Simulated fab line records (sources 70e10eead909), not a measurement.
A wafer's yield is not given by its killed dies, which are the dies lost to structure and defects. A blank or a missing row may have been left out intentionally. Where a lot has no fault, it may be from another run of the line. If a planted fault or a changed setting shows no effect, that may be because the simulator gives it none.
Matching of chambers    flow nand-harc    4 sister chambers for NHARC_THIN_TSV_ETCH_44 on rie-diel-10
The step etches the open film in CF4/O2, target depth 1594.2 nm, time 797.1 s. 16 wafers are shown with their chamber, then 8 later ones without.

## WAFERS PAIRED WITH THEIR CHAMBERS
wafer   chamber  showerhead-plenum-p-Torr (Torr)  drypump-motor-current-A (A)  rf-vpp-V (V)
L951.1  1        1.87                             6.2                          795
L951.2  2        1.72                             5.9                          788
L951.3  0        1.93                             5.3                          802
L952.3  0        1.93                             5.3                          800
L952.4  3        1.87                             5.9                          796
L952.5  2        1.72                             5.9                          788
L960.1  2        1.72                             6.0                          789
L960.3  3        1.87                             5.9                          796
L960.6  0        1.93                             5.4                          801
L959.3  1        1.86                             6.2                          797
L959.4  0        1.93                             5.3                          801
L959.5  1        1.86                             6.2                          797
L961.1  3        1.87                             5.9                          798
L961.3  2        1.72                             5.9                          788
L961.4  1        1.86                             6.2                          795
L962.1  2        1.72                             5.9                          787

SIGNATURES (means of the wafers above)
reading                   chamber 0  chamber 1  chamber 2  chamber 3  scatter within a chamber
showerhead-plenum-p-Torr  1.9300     1.8625     1.7200     1.8700     0.0025
drypump-motor-current-A   5.325      6.200      5.920      5.900      0.0359
rf-vpp-V                  801.00     796.00     788.00     796.67     0.943
Rule: a wafer lies at a distance from a chamber equal to the root of the sum of squares, over the readings, of (its reading less the chamber's mean, divided by the reading's scatter). The wafer belongs to the nearest chamber; if the next one is less than 2 further off, it can't be placed. The scatter: take each reading less its chamber's mean, square it, sum over the shown wafers, divide by the number of wafers less the number of chambers, and take the root.

## WAFERS MISSING THEIR CHAMBER
wafer   showerhead-plenum-p-Torr (Torr)  drypump-motor-current-A (A)  rf-vpp-V (V)
L962.2  1.86                             6.2                          796
L962.5  1.86                             6.2                          795
L964.1  1.86                             6.2                          797
L964.4  1.72                             5.9                          786
L964.5  1.93                             5.3                          799
L963.3  1.86                             6.3                          796
L963.5  1.87                             5.9                          796
L963.6  1.93                             5.3                          800

## THE CHAMBER EACH PASSED THROUGH
wafer   from the rows above  in truth
L962.2  1                    1
L962.5  1                    1
L964.1  1                    1
L964.4  2                    2
L964.5  0                    0
L963.3  1                    1
L963.5  3                    3
L963.6  0                    0
8 of 8 placed correctly. Not placeable from these rows: 0. Placed wrongly: 0.
